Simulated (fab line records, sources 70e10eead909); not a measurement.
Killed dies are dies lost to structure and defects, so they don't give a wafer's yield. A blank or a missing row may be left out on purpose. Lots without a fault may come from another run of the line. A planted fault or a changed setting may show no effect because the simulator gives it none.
Chamber matching | flow nand_harc | NHARC_P_M0_CMP_23 on cmp-04: 4 sister chambers
The step polishes, t overpolish 20 s, target thk 117.53 nm. 14 wafers are shown with their chamber, then 7 later ones without.

WAFERS WITH THEIR CHAMBER
wafer  | chamber | motor_current_A (A) | time_to_endpoint_s (s) | edge_zone_pressure_frac
L075.1 | 3       | 14.6                | 33.3                   | 1.005
L075.5 | 2       | 12.2                | 31.3                   | 1.007
L075.6 | 1       | 14.4                | 28.7                   | 0.997
L077.1 | 2       | 12.0                | 31.0                   | 0.997
L077.2 | 3       | 13.6                | 32.7                   | 1.002
L077.4 | 1       | 14.1                | 27.6                   | 0.996
L082.4 | 0       | 11.2                | 32.2                   | 0.996
L082.5 | 1       | 13.9                | 31.3                   | 1.007
L082.6 | 0       | 11.6                | 31.2                   | 0.998
L083.4 | 0       | 10.6                | 32.4                   | 1.003
L083.5 | 2       | 12.8                | 31.4                   | 1.011
L083.6 | 3       | 14.0                | 32.6                   | 0.997
L091.1 | 1       | 14.5                | 31.5                   | 0.991
L091.3 | 3       | 13.6                | 31.8                   | 1.001

SIGNATURES (means of the wafers above)
reading                 | chamber 0 | chamber 1 | chamber 2 | chamber 3 | scatter within a chamber
motor_current_A         | 11.133    | 14.225    | 12.333    | 13.950    | 0.418
time_to_endpoint_s      | 31.933    | 29.775    | 31.233    | 32.600    | 1.15
edge_zone_pressure_frac | 0.99900   | 0.99775   | 1.00500   | 1.00125   | 0.00545
Rule: a wafer's distance from a chamber is the root of the sum, over the readings, of the square of ((its reading less the chamber's mean) divided by the reading's scatter). The wafer belongs to the nearest chamber; if the next one is less than 2 further off, it can't be placed. The scatter: the root of (the sum of the squares of (reading less its chamber's mean) over the shown wafers, divided by (wafers less chambers)).

WAFERS WITHOUT THEIR CHAMBER
wafer  | motor_current_A (A) | time_to_endpoint_s (s) | edge_zone_pressure_frac
L091.4 | 12.1                | 29.8                   | 1.000
L094.1 | 11.8                | 28.5                   | 1.004
L094.2 | 14.4                | 27.0                   | 0.997
L094.4 | 13.8                | 31.7                   | 0.990
L097.1 | 14.4                | 31.8                   | 1.004
L097.2 | 11.8                | 29.6                   | 0.996
L097.4 | 13.1                | 28.0                   | 1.002

WHICH CHAMBER EACH WENT THROUGH
wafer  | from the rows above          | in truth
L091.4 | can't be placed: 2 or 0      | 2
L094.1 | can't be placed: 2 or 0      | 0
L094.2 | 1                            | 1
L094.4 | can't be placed: 3 or 1      | 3
L097.1 | can't be placed: 3 or 1      | 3
L097.2 | can't be placed: 2 or 0      | 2
L097.4 | can't be placed: 1 or 2 or 3 | 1
Placed correctly: 1 of 7. Can't be placed from these rows: 6 (the true chamber is among the candidates in 6). Placed wrongly: 0.
